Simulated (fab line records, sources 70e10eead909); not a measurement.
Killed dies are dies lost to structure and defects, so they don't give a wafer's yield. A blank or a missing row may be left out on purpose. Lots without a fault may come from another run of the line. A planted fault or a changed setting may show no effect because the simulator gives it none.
Chamber matching | flow nand_harc | NHARC_A_M0_PRE_CLEAN_31 on pecvd-01: 3 sister chambers
The step time 12 s. 6 wafers are shown with their chamber, then 10 later ones without.

WAFERS WITH THEIR CHAMBER
wafer  | chamber | heater_power_w (W) | heater_power_outer_w (W)
L089.2 | 2       | 658                | 359
L089.5 | 2       | 664                | 356
L086.4 | 1       | 686                | 381
L086.6 | 0       | 610                | 331
L090.2 | 1       | 729                | 411
L090.3 | 0       | 552                | 296

WAFERS WITHOUT THEIR CHAMBER
wafer  | heater_power_w (W) | heater_power_outer_w (W)
L090.4 | 738                | 408
L095.3 | 693                | 409
L095.5 | 595                | 325
L095.6 | 553                | 278
L096.1 | 714                | 411
L096.2 | 614                | 329
L096.5 | 606                | 331
L097.3 | 564                | 310
L097.4 | 661                | 353
L097.5 | 576                | 312

WHICH CHAMBER EACH WENT THROUGH
wafer  | from the rows above     | in truth
L090.4 | 1                       | 1
L095.3 | 1                       | 1
L095.5 | 0                       | 0
L095.6 | 0                       | 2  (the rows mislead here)
L096.1 | 1                       | 1
L096.2 | can't be placed: 0 or 2 | 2
L096.5 | can't be placed: 0 or 2 | 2
L097.3 | 0                       | 0
L097.4 | 2                       | 2
L097.5 | 0                       | 0
Placed correctly: 7 of 10. Can't be placed from these rows: 2 (the true chamber is among the candidates in 2). Placed wrongly: 1.
How it was worked out, from the rows above alone: a wafer's distance from a chamber is the root of the sum, over the readings, of the square of ((its reading less the chamber's mean) divided by the reading's scatter). The wafer belongs to the nearest chamber; if the next one is less than 2 further off, it can't be placed. A chamber's mean is the mean of its shown wafers. The scatter: the root of (the sum of the squares of (reading less its chamber's mean) over the shown wafers, divided by (wafers less chambers)).
